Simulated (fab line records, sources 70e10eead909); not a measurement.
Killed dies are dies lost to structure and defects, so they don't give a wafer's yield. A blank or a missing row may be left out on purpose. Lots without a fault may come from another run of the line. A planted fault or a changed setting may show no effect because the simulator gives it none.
A struck lot beside a sound one | flow nand_harc | 14 steps out of a route of 1302
Sound: wafers L847.1, L847.3, L847.6. Struck: wafer L851.3. (L851.4, L851.5 of the same lot were not struck and are left out.) The cause comes at the end.
At each step with rows: each side's tool, then ch and its chambers, then its first start. Under that, the readings that differ: sound wafers | struck wafers | difference of the means | sigmas: that difference in standard deviations of wafers without a fault.
alike: readings whose means differ by less than 2 such deviations, and words and numbers that are the same on both sides. not compared: withheld readings, readings that some wafer has no value for, bounds like >300 that may hide the same value, and numbers for which the record gives no deviation and whose values overlap.
The two part at a step that has a row with sigmas, a row that says differs or no value, or rows on one side only. Numbers that don't overlap but have no deviation are shown without sigmas and don't part them. A reading that every wafer of one side lacks parts them only if that side has two wafers or more.

first, 4 steps without rows for these wafers: NHARC_A_STAIRCASE_EXPOSE_06 (exposes mask STAIR); NHARC_A_STAIRCASE_PEB_07 (peb time 130 s); NHARC_A_STAIRCASE_DEVELOP_08 (time 140 s); NHARC_A_STAIRCASE_HARDBAKE_10 (time 140 s).
NHARC_A_STAIRCASE_DESCUM_11: chemistry O2, time 3 s.
  sound on rie_diel-08 ch 0,1,3, day 19 02:58; struck on rie_diel-03 ch 2, day 20 16:45
  reading               | sound             | struck | difference | sigmas
  o2_flow_sccm (sccm)   | 199.6 200.0 199.4 | 201.3  | +1.6       | +3
  oes_product_au (a.u.) | 0.974 0.988 0.994 | 1.010  | +0.025     | +2
  alike: drypump_motor_current_A, mfc_ar_sccm, rf_vpp_V, showerhead_plenum_p_Torr, throttle_valve_pct
  not compared: rf_hours_counter_h
then, 1 step without rows for these wafers: NHARC_A_STAIRCASE_TRIM_12 (chemistry O2, time 211.2 s).
NHARC_A_STAIRCASE_ETCH_13: etches the open film in C4F8/O2, target depth 100 nm, time 40.5 s.
  sound on rie_diel-08 ch 1,3; struck on rie_diel-03 ch 0
  reading      | sound       | struck | difference | sigmas
  rf_vpp_V (V) | 899 904 898 | 892    | -8         | -2
  alike: bias_w, oes_product_au, rf_fwd_power_W
  not compared: rf_hours_counter_h
NHARC_A_STAIRCASE_TRIM_14: chemistry O2, time 211.2 s.
  sound on rie_diel-08 ch 1,2; struck on rie_diel-03 ch 2
  reading      | sound          | struck | difference | sigmas
  rf_vpp_V (V) | 58.1 58.4 58.8 | 56.1   | -2.3       | -3
  alike: drypump_motor_current_A, mfc_ar_sccm, o2_flow_sccm, oes_product_au, showerhead_plenum_p_Torr, throttle_valve_pct
  not compared: rf_hours_counter_h
then, 1 step without rows for these wafers: NHARC_A_STAIRCASE_ETCH_15 (etches the open film in C4F8/O2, target depth 100 nm, time 40.5 s).
NHARC_A_STAIRCASE_TRIM_16: chemistry O2, time 211.2 s.
  sound on rie_diel-08 ch 0,2,3; struck on rie_diel-03 ch 3
  reading                         | sound             | struck | difference | sigmas
  oes_product_au (a.u.)           | 0.996 0.989 0.989 | 1.026  | +0.035     | +3
  showerhead_plenum_p_Torr (Torr) | 3.36 3.58 3.58    | 3.77   | +0.26      | +2
  alike: drypump_motor_current_A, mfc_ar_sccm, o2_flow_sccm, rf_vpp_V, throttle_valve_pct
  not compared: rf_hours_counter_h
NHARC_A_STAIRCASE_ETCH_17: etches the open film in C4F8/O2, target depth 100 nm, time 40.5 s.
  sound on rie_diel-08 ch 0,3; struck on rie_diel-03 ch 0
  reading            | sound       | struck | difference | sigmas
  rf_fwd_power_W (W) | 594 588 586 | 597    | +8         | +2
  alike: bias_w, oes_product_au, rf_vpp_V
  not compared: rf_hours_counter_h
NHARC_A_STAIRCASE_TRIM_18: chemistry O2, time 211.2 s.
  sound on rie_diel-08 ch 1,2,3, day 19 03:49; struck on rie_diel-03 ch 0, day 20 17:34
  reading               | sound             | struck | difference | sigmas
  oes_product_au (a.u.) | 0.989 0.992 1.009 | 1.232  | +0.235     | +20
  alike: drypump_motor_current_A, mfc_ar_sccm, o2_flow_sccm, rf_vpp_V, showerhead_plenum_p_Torr, throttle_valve_pct
  not compared: rf_hours_counter_h
then, 1 step without rows for these wafers: NHARC_A_STAIRCASE_ETCH_19 (etches the open film in C4F8/O2, target depth 100 nm, time 40.5 s).
-- the record jumps here: 9 days lie between the struck wafers' starts before and after (it left off in module A_STAIRCASE and takes up again in module END, whose first step shown is number 1302 of the route) --
NHARC_END_SORT_01:
  the record has rows for the struck wafers here (prober-02 ch 0, day 29 08:41) and none for the sound ones

WHERE THEY PART
First at NHARC_A_STAIRCASE_DESCUM_11; last, within this record, at NHARC_END_SORT_01.

WHY: what the simulator had put in
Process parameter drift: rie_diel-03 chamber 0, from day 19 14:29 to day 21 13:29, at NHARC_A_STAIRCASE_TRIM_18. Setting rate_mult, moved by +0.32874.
